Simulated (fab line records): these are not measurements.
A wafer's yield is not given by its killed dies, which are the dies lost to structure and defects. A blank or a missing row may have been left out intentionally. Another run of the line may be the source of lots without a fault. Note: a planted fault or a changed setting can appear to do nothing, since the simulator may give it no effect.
Chamber matching / flow nandHarc / rieDiel-01 running NHARC_A_STAIRCASE_TRIM_229: 4 sister chambers
The step chemistry O2, time 211.2 s. 4 wafers are shown with their chamber, then 10 later ones without.

EACH WAFER AND ITS CHAMBER
wafer=L086.1; chamber=3; showerheadPlenumPTorr (Torr)=3.58
wafer=L086.2; chamber=0; showerheadPlenumPTorr (Torr)=3.57
wafer=L089.3; chamber=1; showerheadPlenumPTorr (Torr)=3.73
wafer=L089.5; chamber=2; showerheadPlenumPTorr (Torr)=3.54

WAFERS WHOSE CHAMBER IS MISSING
wafer=L089.6; showerheadPlenumPTorr (Torr)=3.72
wafer=L091.1; showerheadPlenumPTorr (Torr)=3.53
wafer=L091.2; showerheadPlenumPTorr (Torr)=3.57
wafer=L091.5; showerheadPlenumPTorr (Torr)=3.72
wafer=L096.1; showerheadPlenumPTorr (Torr)=3.56
wafer=L096.3; showerheadPlenumPTorr (Torr)=3.56
wafer=L096.6; showerheadPlenumPTorr (Torr)=3.56
wafer=L097.1; showerheadPlenumPTorr (Torr)=3.55
wafer=L097.2; showerheadPlenumPTorr (Torr)=3.55
wafer=L097.4; showerheadPlenumPTorr (Torr)=3.52

WHICH CHAMBER EACH ONE RAN IN
wafer=L089.6; from the rows above=1; in truth=1
wafer=L091.1; from the rows above=2; in truth=2
wafer=L091.2; from the rows above=can't be placed: 0 or 3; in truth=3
wafer=L091.5; from the rows above=1; in truth=1
wafer=L096.1; from the rows above=can't be placed: 0 or 2 or 3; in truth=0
wafer=L096.3; from the rows above=can't be placed: 0 or 2 or 3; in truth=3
wafer=L096.6; from the rows above=can't be placed: 0 or 2 or 3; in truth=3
wafer=L097.1; from the rows above=can't be placed: 2 or 0 or 3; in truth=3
wafer=L097.2; from the rows above=can't be placed: 2 or 0 or 3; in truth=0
wafer=L097.4; from the rows above=2; in truth=2
Correct placement for 4 of the 10. These rows do not allow placing 6 (true chamber among the candidates in 6). 0 placed wrongly.
How it was worked out, from the rows above alone: a wafer's distance from a chamber is the root of the sum, over the readings, of the square of ((its reading less the chamber's mean) divided by the reading's scatter). The wafer belongs to the nearest chamber; if the next one is less than 2 further off, it can't be placed. A chamber's mean is the mean of its shown wafers. The scatter (one wafer shown for each chamber): square how far every hidden wafer sits from the nearest shown wafer, average those squares and take the square root.
